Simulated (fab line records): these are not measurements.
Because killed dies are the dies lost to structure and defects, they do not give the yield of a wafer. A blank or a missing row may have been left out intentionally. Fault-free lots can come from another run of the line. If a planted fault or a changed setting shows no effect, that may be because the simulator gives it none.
fab line records | flow nandHarc
record lots=7 | wafers=20 | lastDay=33
route steps=1302 shown THIN_TSV@1283 END@1302
lots that met no fault: from a run of the same line without faults
startH: hours from the record's opening day to when the first of the lot's shown wafers began | waitH: hours elapsed since this lot's preceding step | " unchanged from the row above | L1.1+2: a row that stands for several wafers | - no value, or no start given | * or withheld: withheld | < > ~ a bound
route shown NAME@n: NAME is a module with steps in the file, n the number in the route of the first one | usual: mean/standard deviation of fault-free wafers | same: alike in all rows | chamber/n: place in a boat | sites: per-site readings | _std_site: standard deviation across them | _edge_site: the outer-site mean with the inner-site mean subtracted | radiusMm: for every site, how far away it sits from the centre of the wafer | mask NAME#n: copy n | behind: the tool/chamber that last shaped the wafer | hold: why the lot went on hold/how many hours it stayed there/how the hold came to an end | device: names the non-switching transistor (n, p or np) | end of line: the same wafers' tests at the end of the route | where a step has no rows: the recipe by itself | killed: not the wafer's yield, but the dies lost to structure and defects at the first sort | map: per-die view of a wafer (x killed, . not killed, _ where there is no die)
set.NAME: the run value of the setting; set.NAME@STEP: its run value at that earlier step | model.NAME: the simulator's own value behind a step, which no gauge read
lots at some steps of the route; a table a step, a row a wafer
services: a tool's chamber out of use, with start hour (startH, from the record's first day; less than 0 if before it), hours out, and reason
## steps
# step NHARC_THIN_TSV_DEHYDRATE_25
# recipe tempC=150 | timeS=120
# step NHARC_THIN_TSV_HMDS_26
# recipe timeS=30
# step NHARC_THIN_TSV_COAT_27
# recipe spinRpm=*
# step NHARC_THIN_TSV_SOFTBAKE_28
# recipe tempC=122 | timeS=95
# step NHARC_THIN_TSV_EBR_29
# step NHARC_THIN_TSV_EXPOSE_30
# recipe na=0.55 | doseMj=11.47 | maskId=PAD
# step NHARC_THIN_TSV_PEB_31
# recipe pebTempC=118 | pebTimeS=85
# step NHARC_THIN_TSV_DEVELOP_32
# recipe timeS=70
# step NHARC_THIN_TSV_CD_MEAS_33
# recipe targetCdNm=5000 | landingEnergyEv=500
# usual cdNm=5001.1/1.5
# same landingEnergyEv=500
lot.wafer | tool     | chamber | startH | waitH | cdNm
L426.1    | cdSem-03 | 0       | 572.94 | -     | 5001.5
L426.3    | "        | 0       | "      | "     | 5002.2
L426.6    | "        | 0       | "      | "     | 5001.1
L429.3    | cdSem-02 | 0       | 589.97 | -     | 5003.0
L429.4    | "        | 0       | "      | "     | 5002.8
L429.6    | "        | 0       | "      | "     | 5002.2
L439.2    | cdSem-02 | 0       | 705.36 | -     | 5002.3
L439.3    | "        | 0       | "      | "     | 5002.7
L439.6    | "        | 0       | "      | "     | 5002.9
L443.2    | cdSem-03 | 0       | 712.35 | -     | 4999.5
L443.4    | "        | 0       | "      | "     | 4998.8
L443.5    | "        | 0       | "      | "     | 4997.8
L444.1    | cdSem-01 | 0       | 740.06 | -     | 5003.0
L444.2    | "        | 0       | "      | "     | 5001.5
L447.1    | cdSem-01 | 0       | 784.56 | -     | 5003.5
L447.2    | "        | 0       | "      | "     | 5002.6
L447.4    | "        | 0       | "      | "     | 5002.8
L448.1    | cdSem-01 | 0       | 785.98 | -     | 5001.1
L448.2    | "        | 0       | "      | "     | 5001.0
L448.5    | "        | 0       | "      | "     | 4999.7
# step NHARC_THIN_TSV_HARDBAKE_34
# recipe tempC=125 | timeS=80
# step NHARC_THIN_TSV_DESCUM_35
# recipe timeS=3 | o2FlowSccm=200 | arFlowSccm=0 | biasPowerW=0 | chemistry=O2
# usual drypumpMotorCurrentA=5.52/0.28 | oesProductAu=1.007/0.0091 | rfVppV=57.6/0.79 | showerheadPlenumPTorr=1.88/0.075 | throttleValvePct=11.312/0.0091
lot.wafer | tool       | chamber | startH | waitH | drypumpMotorCurrentA | oesProductAu | rfHoursCounterH | rfVppV | showerheadPlenumPTorr | throttleValvePct
L426.1    | rieDiel-03 | 2       | 573.12 | -     | 5.11                 | 1.009        | 4               | 57.1   | 1.79                  | 11.304
L426.3    | "          | 2       | "      | "     | 5.11                 | 1.008        | -               | 56.2   | 1.79                  | 11.297
L426.6    | "          | 3       | "      | "     | 5.75                 | 1.010        | -               | 57.1   | 1.93                  | 11.320
L429.4    | rieDiel-10 | 2       | 590.13 | -     | 5.49                 | 1.018        | 10              | 56.8   | 1.88                  | 11.322
L429.3    | "          | 3       | "      | "     | 5.65                 | 0.999        | 9               | 57.9   | 1.91                  | 11.326
L429.6    | "          | 3       | "      | "     | 5.65                 | 0.993        | -               | 57.9   | 1.91                  | 11.296
L439.3    | rieDiel-10 | 0       | 705.53 | -     | 5.04                 | 1.006        | 5               | 56.6   | 1.83                  | 11.300
L439.2    | "          | 2       | "      | "     | 5.46                 | 1.015        | 4               | 57.8   | 1.88                  | 11.315
L439.6    | "          | 3       | "      | "     | 5.64                 | 1.005        | -               | 56.8   | 1.91                  | 11.299
L443.2    | rieDiel-10 | 0       | 712.52 | -     | 5.06                 | 0.992        | 5               | 57.3   | 1.83                  | 11.314
L443.4    | "          | 1       | "      | "     | 5.59                 | 1.015        | 5               | 58.2   | 2.05                  | 11.304
L443.5    | "          | 0       | "      | "     | 5.07                 | 1.010        | -               | 57.1   | 1.83                  | 11.310
L444.2    | rieDiel-05 | 3       | 740.22 | -     | 5.45                 | 0.997        | 9               | 56.7   | 1.85                  | 11.308
L444.1    | "          | 2       | "      | "     | 5.82                 | 0.993        | 8               | 57.2   | 1.80                  | 11.300
L447.1    | rieDiel-03 | 0       | 784.72 | -     | 5.99                 | 1.005        | 8               | 57.4   | 1.86                  | 11.301
L447.2    | "          | 1       | "      | "     | 5.50                 | 0.997        | 9               | 57.9   | 1.88                  | 11.301
L447.4    | "          | 2       | "      | "     | 5.13                 | 1.005        | 8               | 56.3   | 1.78                  | 11.310
L448.2    | rieDiel-10 | 3       | 786.16 | -     | 5.65                 | 1.008        | 0               | 58.3   | 1.91                  | 11.304
L448.1    | "          | 0       | "      | "     | 5.07                 | 0.987        | 0               | 56.8   | 1.83                  | 11.302
L448.5    | "          | 2       | "      | "     | 5.51                 | 1.008        | -               | 57.5   | 1.87                  | 11.315
# step NHARC_THIN_TSV_ETCH_59
# recipe targetDepthA=8800 | icpW=900 | biasW=100 | Cl2_flow_sccm=60 | bcl3FlowSccm=30 | timeS=138.1 | chemistry=Cl2/BCl3
# usual drypumpMotorCurrentA=5.5/0.5 | oesProductAu=1.000/0.0094 | runLengthS=159.5/0.4 | throttleValvePct=22.263/0.0096
lot.wafer | tool        | chamber | startH | waitH | drypumpMotorCurrentA | oesProductAu | rfHoursCounterH | runLengthS | throttleValvePct
L426.1    | rieMetal-02 | 1       | 573.34 | 0.2   | 6.5                  | 0.985        | 2.0             | 159.5      | 22.263
L426.3    | "           | 1       | "      | "     | 6.5                  | 0.992        | -               | 159.3      | 22.280
L426.6    | "           | 0       | "      | "     | 5.2                  | 1.016        | -               | 158.9      | 22.269
L429.4    | rieMetal-03 | 0       | 590.33 | 0.2   | 6.1                  | 0.992        | -               | 159.6      | 22.269
L429.3    | "           | 1       | "      | "     | 5.3                  | 0.978        | -               | 159.1      | 22.271
L429.6    | "           | 1       | "      | "     | 5.2                  | 0.977        | -               | 158.9      | 22.259
L439.2    | rieMetal-03 | 1       | 705.64 | 0.1   | 5.2                  | 0.997        | 0.0             | 158.9      | 22.270
L439.3    | "           | 1       | "      | "     | 5.2                  | 0.994        | -               | 159.1      | 22.264
L439.6    | "           | 0       | "      | "     | 6.0                  | 1.009        | -               | 160.0      | 22.270
L443.2    | rieMetal-03 | 0       | 712.64 | 0.1   | 6.0                  | 0.998        | 0.3             | 159.7      | 22.250
L443.4    | "           | 1       | "      | "     | 5.2                  | 0.985        | -               | 159.4      | 22.275
L443.5    | "           | 0       | "      | "     | 6.0                  | 1.007        | -               | 159.5      | 22.257
L444.1    | rieMetal-03 | 0       | 740.35 | 0.1   | 6.0                  | 1.008        | 0.5             | 159.3      | 22.253
L444.2    | "           | 1       | "      | "     | 5.2                  | 0.999        | 0.5             | 158.8      | 22.249
L447.2    | rieMetal-02 | 1       | 784.86 | 0.1   | 6.4                  | 1.007        | 2.9             | 159.3      | 22.253
L447.1    | "           | 0       | "      | "     | 5.2                  | 1.018        | 2.5             | 159.4      | 22.263
L447.4    | "           | 1       | "      | "     | 6.5                  | 1.000        | -               | 160.0      | 22.262
L448.1    | rieMetal-01 | 1       | 786.27 | 0.1   | 5.6                  | 1.001        | 0.6             | 159.7      | 22.282
L448.2    | "           | 0       | "      | "     | 5.0                  | 1.004        | 0.6             | 160.0      | 22.275
L448.5    | "           | 0       | "      | "     | 5.0                  | 1.001        | -               | 159.7      | 22.253
# step NHARC_THIN_TSV_ETCH_36
# recipe targetDepthA=650 | overEtchFrac=0.3 | timeS=18.571 | ionEnergyEv=150 | chemistry=Cl2/BCl3
# usual drypumpMotorCurrentA=5.5/0.5 | oesProductAu=0.998/0.0089 | runLengthS=40.0/0.38
lot.wafer | tool        | chamber | startH | waitH | drypumpMotorCurrentA | oesProductAu | rfHoursCounterH | runLengthS
L426.1    | rieMetal-02 | 0       | 573.57 | 0.2   | 5.2                  | 1.004        | 2.2             | 39.7
L426.3    | "           | 0       | "      | "     | 5.1                  | 1.014        | -               | 39.6
L426.6    | "           | 0       | "      | "     | 5.2                  | 1.004        | -               | 39.9
L429.3    | rieMetal-03 | 1       | 590.52 | 0.1   | 5.3                  | 0.983        | -               | 39.8
L429.4    | "           | 0       | "      | "     | 6.1                  | 0.996        | -               | 39.8
L429.6    | "           | 0       | "      | "     | 6.0                  | 1.011        | -               | 39.9
L439.2    | rieMetal-03 | 1       | 705.90 | 0.2   | 5.3                  | 0.989        | 0.2             | 34.6
L439.3    | "           | 0       | "      | "     | 6.1                  | 1.009        | -               | 39.8
L439.6    | "           | 1       | "      | "     | 5.2                  | 0.991        | -               | 39.5
L443.2    | rieMetal-03 | 0       | 712.91 | 0.2   | 6.0                  | 0.992        | 0.4             | 35.2
L443.4    | "           | 1       | "      | "     | 5.2                  | 0.982        | -               | 34.6
L443.5    | "           | 0       | "      | "     | 6.1                  | 0.997        | -               | 39.8
L444.1    | rieMetal-03 | 0       | 740.61 | 0.2   | 6.0                  | 1.014        | 0.6             | 40.2
L444.2    | "           | 1       | "      | "     | 5.2                  | 1.001        | 0.6             | 34.2
L447.1    | rieMetal-02 | 1       | 785.11 | 0.2   | 6.5                  | 1.000        | 3.1             | 39.8
L447.2    | "           | 0       | "      | "     | 5.2                  | 1.024        | 2.6             | 39.6
L447.4    | "           | 0       | "      | "     | 5.2                  | 1.013        | -               | 39.4
L448.2    | rieMetal-01 | 1       | 786.53 | 0.2   | 5.6                  | 1.001        | 0.8             | 40.0
L448.1    | "           | 0       | "      | "     | 5.0                  | 1.004        | 0.8             | 40.8
L448.5    | "           | 0       | "      | "     | 5.0                  | 1.002        | -               | 40.3
# step NHARC_THIN_TSV_STRIP_56
# recipe powerW=1500 | tempC=250 | chemistry=O2
# usual drypumpMotorCurrentA=5.8/0.34 | heaterPowerW=355/27
lot.wafer | tool           | chamber | startH | waitH | drypumpMotorCurrentA | heaterPowerW | rfHoursCounterH
L426.1    | plasmaAsher-02 | 0       | 573.71 | 0.1   | 5.5                  | 346          | 28
L426.3    | "              | 0       | "      | "     | 5.5                  | 354          | -
L426.6    | "              | 1       | "      | "     | 5.3                  | 323          | -
L429.3    | plasmaAsher-01 | 0       | 590.77 | 0.2   | 6.2                  | 345          | -
L429.4    | "              | 1       | "      | "     | 5.9                  | 382          | -
L429.6    | "              | 1       | "      | "     | 5.9                  | 388          | -
L439.2    | plasmaAsher-01 | 1       | 706.05 | 0.1   | 5.9                  | 381          | 0
L439.3    | "              | 1       | "      | "     | 5.9                  | 401          | -
L439.6    | "              | 0       | "      | "     | 6.2                  | 366          | -
L443.2    | plasmaAsher-01 | 0       | 713.00 | 0.1   | 6.2                  | 353          | 2
L443.4    | "              | 1       | "      | "     | 5.9                  | 406          | -
L443.5    | "              | 0       | "      | "     | 6.2                  | 365          | -
L444.2    | plasmaAsher-01 | 0       | 740.71 | 0.1   | 6.2                  | 357          | 8
L444.1    | "              | 1       | "      | "     | 5.9                  | 397          | 8
L447.2    | plasmaAsher-02 | 0       | 785.22 | 0.1   | 5.5                  | 345          | 35
L447.1    | "              | 1       | "      | "     | 5.3                  | 309          | 35
L447.4    | "              | 0       | "      | "     | 5.5                  | 336          | -
L448.2    | plasmaAsher-02 | 1       | 786.63 | 0.1   | 5.3                  | 320          | 35
L448.1    | "              | 0       | "      | "     | 5.5                  | 337          | 35
L448.5    | "              | 0       | "      | "     | 5.5                  | 336          | -
# step NHARC_END_SORT_01
# recipe tempC=25
# usual defectLimitedYield=90.9/2.7 | killedAtArray=57/19 | killedAtOther=0.9/1.1 | killedAtPeriphery=4.0/2.6 | killedDies=62/19 | killedOpen=3.3/1.8 | killedShort=2.4/1.7
# same grossDies=677
lot.wafer | tool      | chamber | startH | waitH | defectLimitedYield[%] | killedAtArray | killedAtOther | killedAtPeriphery | killedDies | killedOpen | killedShort
L426.1    | prober-02 | 0       | 580.12 | 2.5   | 90.3                  | 65            | 0             | 1                 | 66         | 2          | 6
L426.3    | prober-02 | 0       | 581.73 | 3.1   | 91.9                  | 52            | 1             | 2                 | 55         | 4          | 4
L426.6    | prober-02 | 0       | 584.14 | 4.0   | 90.7                  | 62            | 0             | 1                 | 63         | 2          | 4
L429.3    | prober-01 | 0       | 600.71 | 3.1   | 91.1                  | 55            | 0             | 5                 | 60         | 2          | 4
L429.4    | prober-01 | 0       | 601.51 | 3.4   | 93.5                  | 39            | 0             | 5                 | 44         | 3          | 1
L429.6    | prober-01 | 0       | 603.10 | 4.0   | 91.4                  | 50            | 0             | 8                 | 58         | 3          | 2
L439.2    | prober-01 | 0       | 715.26 | 2.8   | 94.5                  | 33            | 4             | 0                 | 37         | 2          | 5
L439.3    | prober-01 | 0       | 716.06 | 3.1   | 94.8                  | 30            | 3             | 2                 | 35         | 5          | 1
L439.6    | prober-01 | 0       | 718.46 | 4.0   | 95.4                  | 28            | 1             | 2                 | 31         | 6          | 0
L443.2    | prober-02 | 0       | 727.33 | 2.8   | 90.8                  | 56            | 1             | 5                 | 62         | 3          | 2
L443.4    | prober-02 | 0       | 728.95 | 3.4   | 90.7                  | 57            | 2             | 4                 | 63         | 3          | 4
L443.5    | prober-02 | 0       | 729.76 | 3.8   | 90.3                  | 56            | 3             | 7                 | 66         | 3          | 2
L444.1    | prober-01 | 0       | 750.48 | 2.5   | 85.8                  | 85            | 0             | 11                | 96         | 5          | 3
L444.2    | prober-01 | 0       | 751.27 | 2.8   | 88.3                  | 72            | 1             | 6                 | 79         | 2          | 1
L448.1    | prober-02 | 0       | 796.58 | 2.5   | 91.3                  | 52            | 1             | 6                 | 59         | 2          | 4
L448.2    | prober-02 | 0       | 797.40 | 2.8   | 94.1                  | 37            | 1             | 2                 | 40         | 7          | 2
L448.5    | prober-02 | 0       | 799.84 | 3.8   | 94.1                  | 37            | 1             | 2                 | 40         | 6          | 2
L447.1    | prober-01 | 0       | 796.61 | 2.5   | 89.5                  | 64            | 0             | 7                 | 71         | 4          | 3
L447.2    | prober-01 | 0       | 797.41 | 2.8   | 92.5                  | 47            | 0             | 4                 | 51         | 3          | 1
L447.4    | prober-01 | 0       | 799.01 | 3.4   | 90.8                  | 55            | 1             | 6                 | 62         | 2          | 3
# killed by level:class
L426.1 A_CHANNEL_HOLE_D2:chamberFilmFlake=36 A_SLIT:chamberFilmFlake=14 A_CONTACT:chamberFilmFlake=4 A_CHANNEL_FILL_D1:geometricParticle:short=2 A_STAIRCASE:chamberFilmFlake=2 A_SOURCE_PLATE:geometricParticle:short=1 A_ONON_D1:geometricParticle:short=1 A_DECK1_JOINT:geometricParticle:short=1
L426.3 A_CHANNEL_HOLE_D2:chamberFilmFlake=29 A_SLIT:chamberFilmFlake=14 A_WL_FILL:geometricParticle:short=2 A_CONTACT:chamberFilmFlake=2 P_STI:geometricParticle:open=1 P_CONTACT:geometricParticle:open=1 A_ONON_D1:geometricParticle:open=1 A_ONON_D1:geometricParticle:short=1
L426.6 A_CHANNEL_HOLE_D2:chamberFilmFlake=31 A_SLIT:chamberFilmFlake=14 A_CONTACT:chamberFilmFlake=9 P_M2:geometricParticle:open=1 A_ONON_D1:geometricParticle:short=1 A_CHANNEL_HOLE_D1:geometricParticle:short=1 A_DECK1_JOINT:geometricParticle:short=1 A_WL_FILL:geometricParticle:open=1
L429.3 A_CHANNEL_HOLE_D1:chamberFilmFlake=28 A_CHANNEL_HOLE_D2:chamberFilmFlake=16 A_CHANNEL_FILL_D1:chamberFilmFlake=3 A_CHANNEL_FILL_D2:chamberFilmFlake=2 P_CONTACT:geometricParticle:open=1 P_M2:geometricParticle:open=1 P_M2:geometricParticle:short=1 A_DECK1_JOINT:geometricParticle:short=1
L429.4 A_CHANNEL_HOLE_D1:chamberFilmFlake=24 A_CHANNEL_HOLE_D2:chamberFilmFlake=10 P_STI:chamberFilmFlake=2 P_CONTACT:geometricParticle:open=1 A_SOURCE_PLATE:geometricParticle:short=1 A_CHANNEL_FILL_D2:geometricParticle:open=1 A_BLC:geometricParticle:open=1 P_ZERO_WELL:chamberFilmFlake=1
L429.6 A_CHANNEL_HOLE_D1:chamberFilmFlake=33 A_CHANNEL_HOLE_D2:chamberFilmFlake=12 P_ZERO_WELL:chamberFilmFlake=3 P_STI:chamberFilmFlake=3 A_ONON_D2:geometricParticle:short=2 P_M0:geometricParticle:open=1 A_ONON_D2:geometricParticle:open=1 A_M0:geometricParticle:open=1
L439.2 A_CHANNEL_HOLE_D1:chamberFilmFlake=13 A_CONTACT:chamberFilmFlake=7 THIN_TSV:chamberFilmFlake=4 A_SLIT:chamberFilmFlake=3 A_WL_FILL:geometricParticle:short=2 A_CHANNEL_HOLE_D1:geometricParticle:open=1 A_DECK1_JOINT:geometricParticle:open=1 A_CHANNEL_HOLE_D2:geometricParticle:short=1
L439.3 A_CHANNEL_HOLE_D1:chamberFilmFlake=8 A_CONTACT:chamberFilmFlake=8 A_SLIT:chamberFilmFlake=4 THIN_TSV:chamberFilmFlake=3 P_M1:chamberFilmFlake=2 A_WL_FILL:chamberFilmFlake=2 A_SOURCE_PLATE:geometricParticle:open=1 A_ONON_D1:geometricParticle:open=1
L439.6 A_CHANNEL_HOLE_D1:chamberFilmFlake=10 A_CONTACT:chamberFilmFlake=5 A_STAIRCASE:chamberFilmFlake=3 A_WL_FILL:chamberFilmFlake=2 P_STI:geometricParticle:open=1 A_CHANNEL_HOLE_D1:geometricParticle:open=1 A_DECK1_JOINT:geometricParticle:open=1 A_ONON_D2:geometricParticle:open=1
L443.2 A_CHANNEL_HOLE_D2:chamberFilmFlake=21 A_SLIT:chamberFilmFlake=18 A_CHANNEL_HOLE_D1:chamberFilmFlake=6 P_ZERO_WELL:chamberFilmFlake=4 A_CONTACT:chamberFilmFlake=4 P_M0:geometricParticle:open=1 A_ONON_D1:geometricParticle:open=1 A_DECK1_JOINT:geometricParticle:short=1
L443.4 A_CHANNEL_HOLE_D2:chamberFilmFlake=29 A_SLIT:chamberFilmFlake=14 A_CONTACT:chamberFilmFlake=4 P_ZERO_WELL:chamberFilmFlake=3 A_CHANNEL_FILL_D2:chamberFilmFlake=2 A_CHANNEL_HOLE_D1:chamberFilmFlake=2 P_CONTACT:geometricParticle:short=1 A_SOURCE_PLATE:geometricParticle:open=1
L443.5 A_SLIT:chamberFilmFlake=29 A_CHANNEL_HOLE_D2:chamberFilmFlake=10 A_CONTACT:chamberFilmFlake=7 P_ZERO_WELL:chamberFilmFlake=6 A_CHANNEL_HOLE_D1:chamberFilmFlake=3 THIN_TSV:chamberFilmFlake=3 P_M0:geometricParticle:open=1 A_CHANNEL_FILL_D1:geometricParticle:short=1
L444.1 A_SLIT:chamberFilmFlake=34 A_CHANNEL_HOLE_D1:chamberFilmFlake=22 A_CHANNEL_HOLE_D2:chamberFilmFlake=12 A_CONTACT:chamberFilmFlake=6 P_BONDPAD:chamberFilmFlake=4 P_CONTACT:geometricParticle:open=2 P_ZERO_WELL:chamberFilmFlake=2 A_DECK1_JOINT:chamberFilmFlake=2
L444.2 A_CHANNEL_HOLE_D1:chamberFilmFlake=24 A_CHANNEL_HOLE_D2:chamberFilmFlake=19 A_SLIT:chamberFilmFlake=14 A_CONTACT:chamberFilmFlake=4 P_BONDPAD:chamberFilmFlake=3 A_WL_FILL:chamberFilmFlake=3 A_STAIRCASE:chamberFilmFlake=2 P_M0:geometricParticle:open=1
L448.1 A_SLIT:chamberFilmFlake=39 A_CONTACT:chamberFilmFlake=6 A_CHANNEL_HOLE_D2:chamberFilmFlake=3 P_M0:geometricParticle:open=2 A_DECK1_JOINT:geometricParticle:short=2 P_STI:chamberFilmFlake=2 P_CONTACT:geometricParticle:short=1 P_M0:geometricParticle:short=1
L447.1 A_CHANNEL_HOLE_D2:chamberFilmFlake=27 A_CHANNEL_HOLE_D1:chamberFilmFlake=15 A_SLIT:chamberFilmFlake=6 A_CONTACT:chamberFilmFlake=5 A_DECK1_JOINT:chamberFilmFlake=3 P_STI:chamberFilmFlake=2 A_CHANNEL_FILL_D2:chamberFilmFlake=2 P_CONTACT:geometricParticle:short=1
L448.2 A_SLIT:chamberFilmFlake=21 A_CONTACT:chamberFilmFlake=6 A_CHANNEL_FILL_D2:geometricParticle:open=2 P_CONTACT:geometricParticle:open=1 P_M0:geometricParticle:open=1 A_ONON_D1:geometricParticle:open=1 A_CHANNEL_FILL_D1:geometricParticle:open=1 A_CHANNEL_HOLE_D2:geometricParticle:open=1
L447.2 A_CHANNEL_HOLE_D2:chamberFilmFlake=12 A_CONTACT:chamberFilmFlake=10 A_CHANNEL_HOLE_D1:chamberFilmFlake=9 A_SLIT:chamberFilmFlake=7 P_ZERO_WELL:chamberFilmFlake=2 P_GATE:chamberFilmFlake=2 A_DECK1_JOINT:chamberFilmFlake=2 A_CHANNEL_HOLE_D1:geometricParticle:open=1
L447.4 A_CHANNEL_HOLE_D1:chamberFilmFlake=18 A_CHANNEL_HOLE_D2:chamberFilmFlake=18 A_CONTACT:chamberFilmFlake=8 A_SLIT:chamberFilmFlake=6 P_M0:chamberFilmFlake=2 P_M0:geometricParticle:open=1 A_DECK1_JOINT:geometricParticle:short=1 A_ONON_D2:geometricParticle:short=1
L448.5 A_SLIT:chamberFilmFlake=16 A_CONTACT:chamberFilmFlake=7 A_BONDPAD:chamberFilmFlake=3 A_M0:geometricParticle:open=2 P_STI:chamberFilmFlake=2 A_ONON_D1:geometricParticle:open=1 A_CHANNEL_FILL_D1:geometricParticle:open=1 A_ONON_D2:geometricParticle:open=1
## services
tool           | chamber | startH | hours | kind
rieDiel-03     | 0       | 560.98 | 16.7  | repair
rieDiel-03     | 1       | 571.06 | 3.0   | repair
rieMetal-01    | -       | 575.00 | 9.0   | pm
rieDiel-10     | -       | 596.56 | 9.0   | pm
rieDiel-03     | -       | 602.48 | 0.8   | repair
plasmaAsher-02 | -       | 613.62 | 9.0   | pm
rieDiel-10     | 3       | 621.14 | 7.9   | repair
rieMetal-01    | 1       | 621.90 | 15.7  | repair
rieDiel-10     | 2       | 622.55 | 3.5   | repair
rieMetal-02    | -       | 631.00 | 9.0   | pm
rieDiel-03     | -       | 636.27 | 9.0   | pm
rieDiel-03     | 3       | 662.45 | 7.0   | repair
rieMetal-03    | -       | 696.00 | 9.0   | pm
plasmaAsher-01 | -       | 696.24 | 9.0   | pm
rieDiel-03     | 3       | 707.13 | 8.7   | repair
plasmaAsher-02 | -       | 717.55 | 1.2   | repair
rieDiel-03     | 3       | 725.68 | 4.3   | repair
rieDiel-10     | 3       | 727.15 | 7.1   | repair
rieDiel-10     | 2       | 737.16 | 29.5  | repair
rieDiel-10     | 0       | 738.94 | 4.7   | repair
rieDiel-03     | 3       | 740.90 | 2.8   | repair
rieMetal-03    | -       | 746.35 | 0.9   | repair
plasmaAsher-01 | -       | 763.82 | 0.7   | repair
rieDiel-10     | -       | 773.56 | 9.0   | pm
## key
firstSign step=NHARC_THIN_TSV_ETCH_36 | reading=runLengthS | direction=down | sigmas=14 | usual=* | struck=*
effect none on later readings
metAt NHARC_THIN_TSV_ETCH_36
struckWafers L439.2,L443.2,L443.4,L444.2
onsetBetween 590.52 705.90
fault kind=processParameterDrift | tool=rieMetal-03 | chamber=- | onsetH=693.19 | steps=NHARC_THIN_TSV_ETCH_36 | channel=timeS | offset=* | shape=step | endH=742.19 | scope=struckWafersOnly | actsIn=* | stated=*
